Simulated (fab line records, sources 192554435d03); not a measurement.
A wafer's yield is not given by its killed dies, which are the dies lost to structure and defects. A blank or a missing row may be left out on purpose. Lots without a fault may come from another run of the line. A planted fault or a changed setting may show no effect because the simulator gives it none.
Split-lot experiment	flow n5Finfet	21 wafers read from 7 lots, route of 1938 steps

THE SPLIT ITSELF
At N5_BEOL_M14_DEP_53 (deposits SiCN from 3MS/NH3, target thk 50 nm, time 17.8 s), the setting timeS was moved away from the recipe's 17.8 s on 4 of the 21 wafers read, by -14.8% to +14.8%. For the rest of the wafers, this setting stayed at what the recipe calls for.

The split's own step is where the reading is taken.

THE READING
SiCN_of_BEOL_M14_DEP_53.thkNm (the simulator's own value, which no gauge read), in nm, at N5_BEOL_M14_DEP_53 (deposits SiCN from 3MS/NH3, target thk 50 nm, time 17.8 s). The file gives no usual value for it. Average 49.7 nm, standard deviation 0.51 nm, over the 17 wafers here run with the recipe.

wafer	tool, chamber at the split	timeS as run, s	against the recipe	SiCN_of_BEOL_M14_DEP_53.thkNm, nm	against lot-mates on the recipe
L085.1	pecvd-04, 2	17.8	recipe	49.8	-
L085.2	pecvd-04, 0	20.43	+14.8%	56.4	+7.1
L085.3	pecvd-04, 1	17.8	recipe	48.8	-
L084.3	pecvd-04, 0	17.8	recipe	49.2	-
L084.4	pecvd-04, 0,2	17.8	recipe	49.8	-
L084.5	pecvd-04, 0,2	17.8	recipe	49.8	-
L086.3	pecvd-03, 1	17.8	recipe	49.2	-
L086.4	pecvd-03, 0	17.8	recipe	50.6	-
L086.5	pecvd-03, 1	17.8	recipe	50.4	-
L089.1	pecvd-03, 1	17.8	recipe	49.8	-
L089.5	pecvd-03, 0	15.21	-14.6%	43.4	-6.7
L089.6	pecvd-03, 1	17.8	recipe	50.4	-
L090.2	pecvd-04, 2	19.07	+7.1%	53	+3.2
L090.4	pecvd-04, 2	17.8	recipe	50.2	-
L090.5	pecvd-04, 1	17.8	recipe	49.4	-
L096.1	pecvd-03, 1	17.8	recipe	49.6	-
L096.2	pecvd-03, 2	17.8	recipe	49.4	-
L096.6	pecvd-03, 1	17.8	recipe	50.2	-
L097.2	pecvd-01, 0	15.16	-14.8%	42.4	-7.1
L097.4	pecvd-01, 0	17.8	recipe	50	-
L097.5	pecvd-01, 2	17.8	recipe	49	-
When a row names more than one chamber, that row covers several wafers, and the file does not tell which wafer ran in which chamber.

THE FIT
A straight line over all 21 wafers: SiCN_of_BEOL_M14_DEP_53.thkNm changes by +0.46 nm for each +1% of timeS; r = +0.98; the points scatter about the line by 0.5 nm.
The same after taking each lot's own level away (the mean of its wafers on the recipe; 21 wafers): +0.472 nm for each +1%; r = +0.99; scatter 0.42 nm.
According to that fit, moving timeS by its largest amount changes the reading by 7 nm.
The span of the lots' own levels, 49.30 to 50.10 nm, comes to 1.6 times the standard deviation stated above.
Hence the lot-to-lot level has little effect on the slope; both slopes agree.
Check: -6.94 nm against its lot-mates is what the line predicts for one of the wafers moved furthest among these (-14.8%) when that wafer is left out of the fit. Against them it came out at -7.1 nm.

THE OTHER SPLITS THESE WAFERS WENT THROUGH
These wafers also went through other splits before the reading. Each is held against what the fit with the lots' levels taken away leaves over:
other split on the same wafers	wafers away from the commonest value	r with SiCN_of_BEOL_M14_DEP_53.thkNm (lot level and that fit taken away)
N5_BEOL_M7_EXPOSE_08 doseMj	4	-0.04
N5_BEOL_M7_VIA_ETCH_34 timeS	5	-0.05
N5_BEOL_M7_TRENCH_ETCH_37 sourceW	5	+0.28
N5_BEOL_M11_EXPOSE_25 doseMj	5	-0.12
N5_BEOL_M12_SPUTTER_43 timeS	8	+0.23
N5_BEOL_M13_SPUTTER_43 timeS	11	+0.03

THE FILE'S OWN FIT
SiCN_of_BEOL_M14_DEP_53.thkNm changes by +0.472 nm for each +1% of timeS, r = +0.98.
